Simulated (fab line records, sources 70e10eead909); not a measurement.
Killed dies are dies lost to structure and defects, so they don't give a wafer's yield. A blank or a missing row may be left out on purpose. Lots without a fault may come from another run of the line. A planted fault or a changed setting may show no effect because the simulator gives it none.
A struck lot beside a sound one | flow nand_harc | 37 steps out of a route of 1159
Sound: wafers L346.3, L346.4, L346.6. Struck: wafers L348.1, L348.4, L348.6. The cause comes at the end.
At each step with rows: each side's tool, then ch and its chambers, then its first start. Under that, the readings that differ: sound wafers | struck wafers | difference of the means | sigmas: that difference in standard deviations of wafers without a fault.
alike: readings whose means differ by less than 2 such deviations, and words and numbers that are the same on both sides. not compared: withheld readings, readings that some wafer has no value for, bounds like >300 that may hide the same value, and numbers for which the record gives no deviation and whose values overlap.
The two part at a step that has a row with sigmas, a row that says differs or no value, or rows on one side only. Numbers that don't overlap but have no deviation are shown without sigmas and don't part them. A reading that every wafer of one side lacks parts them only if that side has two wafers or more.

first, 4 steps without rows for these wafers: NHARC_A_STAIRCASE_STRIP_316 (strips in O2); NHARC_A_STAIRCASE_STRIP_317 (strips in SPM, time 900 s); NHARC_A_STAIRCASE_PRECLEAN_318 (cleans in SC1); NHARC_A_STAIRCASE_SRD_329.
NHARC_A_STAIRCASE_ALD_415: deposits SiO2, target thk 30 nm, pulse time 6 s, ald cycles 300.
  sound on ald_hk-01 ch 0,1,3, day 12 13:32; struck on ald_hk-01 ch 0,1,2, day 12 21:17
  alike: heater_power_w, precursor_pulse_height_rel
NHARC_A_STAIRCASE_ETCHBACK_416: etches the open film in C4F8/O2/Ar, target depth 36 nm, time 7.2 s.
  sound on rie_diel-10 ch 0,3; struck on rie_diel-12 ch 0,1,3
  alike: chamber_pressure_mTorr, oes_product_au, rf_vpp_V
  not compared: rf_hours_counter_h
NHARC_A_STAIRCASE_STRIP_476: strips in O2, time 20 s.
  sound on rie_diel-10 ch 0,2, day 12 15:30; struck on rie_diel-12 ch 1,2, day 12 23:28
  reading                     | sound       | struck      | difference | sigmas
  drypump_motor_current_A (A) | 5.2 5.2 5.7 | 6.5 6.7 6.7 | +1.3       | +3
  alike: chamber_pressure_mTorr, oes_product_au, rf_vpp_V, showerhead_plenum_p_Torr, throttle_valve_pct
  not compared: rf_hours_counter_h
then, 4 steps without rows for these wafers: NHARC_A_STAIRCASE_DEP_417 (deposits Si3N4, target thk 60 nm); NHARC_A_STAIRCASE_WET_418 (chemistry H3PO4, target depth 20 nm); NHARC_A_STAIRCASE_PRECLEAN_419 (cleans in SC1); NHARC_A_STAIRCASE_SRD_421.
NHARC_A_STAIRCASE_ALD_420: deposits SiO2, target thk 20 nm, pulse time 6 s, ald cycles 200.
  sound on ald_hk-01 ch 1,3, day 12 19:25; struck on ald_hk-01 ch 1,3, day 13 03:25
  alike: heater_power_w, precursor_pulse_height_rel
then, 3 steps without rows for these wafers: NHARC_A_STAIRCASE_CVD_552 (deposits SiNx, target thk 40 nm); NHARC_A_STAIRCASE_DEP_151 (deposits SiO2, target thk 3800 nm); NHARC_A_STAIRCASE_ANNEAL_320 (time 1800 s).
NHARC_A_STAIRCASE_DEP_322: deposits SiO2, target thk 3800 nm.
  sound on pecvd-04 ch 0,1,2, day 13 10:46; struck on pecvd-04 ch 0,1, day 13 16:31
  alike: heater_power_w
then, 12 steps without rows for these wafers: NHARC_A_STAIRCASE_ANNEAL_323 (time 1800 s); NHARC_A_STAIRCASE_DEP_325 (deposits SiO2, target thk 3800 nm); NHARC_A_STAIRCASE_ANNEAL_326 (time 1800 s); NHARC_A_STAIRCASE_DEHYDRATE_433 (time 120 s); NHARC_A_STAIRCASE_HMDS_434 (time 30 s); NHARC_A_STAIRCASE_COAT_435; NHARC_A_STAIRCASE_SOFTBAKE_436 (time 170 s); NHARC_A_STAIRCASE_EBR_437; NHARC_A_STAIRCASE_EXPOSE_438 (exposes mask STAIR REV); NHARC_A_STAIRCASE_PEB_439 (peb time 130 s); NHARC_A_STAIRCASE_DEVELOP_440 (time 140 s); NHARC_A_STAIRCASE_HARDBAKE_442 (time 140 s).
NHARC_A_STAIRCASE_DESCUM_443: chemistry O2, time 3 s.
  sound on rie_diel-11 ch 1,2, day 14 03:13; struck on rie_diel-12 ch 1,3, day 14 07:22
  alike: chamber_pressure_mTorr, drypump_motor_current_A, oes_product_au, rf_vpp_V, showerhead_plenum_p_Torr, throttle_valve_pct
  not compared: rf_hours_counter_h
then, 7 steps without rows for these wafers: NHARC_A_STAIRCASE_ETCH_444 (etches the open film in C4F8/O2, target depth 10200 nm, time 3400 s); NHARC_A_STAIRCASE_STRIP_446 (strips in O2); NHARC_A_STAIRCASE_STRIP_447 (strips in SPM, time 900 s); NHARC_A_STAIRCASE_PRECLEAN_448 (cleans in SC1); NHARC_A_STAIRCASE_SRD_449; NHARC_A_STAIRCASE_CMP_450 (polishes SiO2, target thk 200 nm); NHARC_A_STAIRCASE_CMP_152 (polishes).
-- the record jumps here: 6 days lie between the struck wafers' starts before and after (it left off in module A_STAIRCASE and takes up again in module END, whose first step shown is number 1159 of the route) --
NHARC_END_SORT_01:
  the record has rows for the struck wafers here (prober-02 ch 0, day 20 10:45) and none for the sound ones

WHERE THEY PART
First at NHARC_A_STAIRCASE_STRIP_476; last, within this record, at NHARC_END_SORT_01.

WHY: what the simulator had put in
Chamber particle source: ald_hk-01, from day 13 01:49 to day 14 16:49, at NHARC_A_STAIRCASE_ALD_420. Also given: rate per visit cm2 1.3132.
